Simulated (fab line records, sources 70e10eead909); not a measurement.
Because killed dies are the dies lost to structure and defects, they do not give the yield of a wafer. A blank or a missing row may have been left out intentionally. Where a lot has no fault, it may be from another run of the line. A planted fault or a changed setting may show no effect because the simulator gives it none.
Which tool did it? ; flow nand harc ; 72 wafers from 24 lots sampled at 2 of the route's 1302 steps

## WHAT EACH GAUGE READ, for each wafer
NHARC_A_CONTACT_CD_MEAS_15.
lot;measured;on;cd nm (nm)
L075;day 22 11:43;cd sem-02;189.5 189.7 188.3
L074;day 22 17:27;cd sem-01;190.6 189.8 189.2
L076;day 23 01:44;cd sem-01;189.4 190.0 189.7
L078;day 23 15:58;cd sem-02;189.0 190.3 189.5
L077;day 23 17:49;cd sem-01;189.3 190.0 190.7
L080;day 24 12:19;cd sem-03;189.6 189.6 189.3
L079;day 24 12:37;cd sem-03;188.8 189.1 187.5
L081;day 24 23:31;cd sem-02;189.0 190.5 190.8
L082;day 26 02:11;cd sem-01;190.9 190.8 189.8
L083;day 26 15:07;cd sem-01;189.5 188.9 189.2
L084;day 26 17:59;cd sem-03;189.8 189.4 190.7
L086;day 26 20:32;cd sem-03;189.9 189.3 189.2
L085;day 27 06:22;cd sem-02;189.8 189.8 189.5
L088;day 28 02:35;cd sem-02;190.0 190.1 190.9
L087;day 28 04:28;cd sem-01;189.3 189.5 189.9
L089;day 28 08:05;cd sem-01;189.8 189.6 189.4
L090;day 28 19:53;cd sem-02;189.2 189.2 189.9
L091;day 29 04:11;cd sem-02;191.9 190.9 191.6
L094;day 30 04:31;cd sem-03;189.5 189.9 189.4
L092;day 30 08:01;cd sem-01;190.1 190.5 190.1
L093;day 30 11:45;cd sem-02;189.8 190.5 190.4
L096;day 31 00:38;cd sem-02;190.9 191.0 189.8
L095;day 31 03:37;cd sem-01;189.1 188.4 188.4
L097;day 32 11:06;cd sem-02;189.7 191.0 190.1

NHARC_A_BLC_CD_MEAS_10 targets a cd of 100 nm.
lot;measured;on;cd nm (nm)
L075;day 22 14:45;cd sem-01;101.5 100.6 99.8
L074;day 22 20:35;cd sem-01;101.0 99.4 99.7
L076;day 23 04:45;cd sem-01;99.8 99.8 99.9
L078;day 23 19:01;cd sem-01;99.4 101.3 100.5
L077;day 23 21:01;cd sem-01;101.2 101.0 101.2
L080;day 24 15:33;cd sem-01;99.8 99.6 100.2
L079;day 24 16:27;cd sem-03;100.4 100.3 101.9
L081;day 25 02:19;cd sem-03;100.3 101.9 101.4
L082;day 26 05:03;cd sem-02;101.4 101.9 101.3
L083;day 26 18:10;cd sem-01;100.1 100.0 100.0
L084;day 26 21:34;cd sem-03;99.5 100.8 100.5
L086;day 26 23:44;cd sem-02;100.7 100.0 101.3
L085;day 27 09:24;cd sem-01;99.2 100.4 97.9
L088;day 28 05:26;cd sem-02;100.3 100.4 99.5
L087;day 28 07:28;cd sem-03;99.7 99.1 100.4
L089;day 28 11:06;cd sem-02;99.3 100.7 100.1
L090;day 28 22:50;cd sem-02;100.1 100.4 101.7
L091;day 29 07:10;cd sem-03;100.5 100.2 99.7
L094;day 30 07:22;cd sem-01;101.1 100.7 100.6
L092;day 30 11:05;cd sem-03;100.9 100.9 100.1
L093;day 30 14:46;cd sem-01;100.9 99.7 100.9
L096;day 31 03:43;cd sem-03;100.8 100.4 99.2
L095;day 31 06:38;cd sem-02;100.2 99.9 100.4
L097;day 32 14:03;cd sem-02;99.9 100.0 100.3

## WHICH TOOL RAN EACH LOT (tool, then ch and the chambers of the sampled wafers, then the start)
Record: no process step prior to these readings.

## WHAT THE TOOLS THEMSELVES READ (means of the sampled wafers that have a number; where no wafer has one, the mark that the record gives instead)
The record holds no such reading with a usual standard deviation.

## THE ANSWER, worked out from the rows above alone
Rule: the lots themselves supply what counts as usual. Put in order of their means at a reading, lots are off if they are a third of the lots or fewer, leave a main group of 4 or more, and stand apart from it by a gap of 3 or more times the standard deviation of the main group's means; of several such gaps the widest counts. The tables above print the reading to a certain number of digits; a main group whose means all agree to those digits is not used. A lot without any number at a reading at which 4 lots or more have one is off too. Where the step has rows for the other lots, those lots are counted as sound. Order of review: gauges by route order, followed by the tools' own readings, for which a lot's mean as printed above is used. At the first step where some lot is off, the reading lying furthest off is the one used; lots without a number count as furthest.
Nothing can be told from this: no lot is off at any reading shown.

## WHAT THE SIMULATOR PUT IN
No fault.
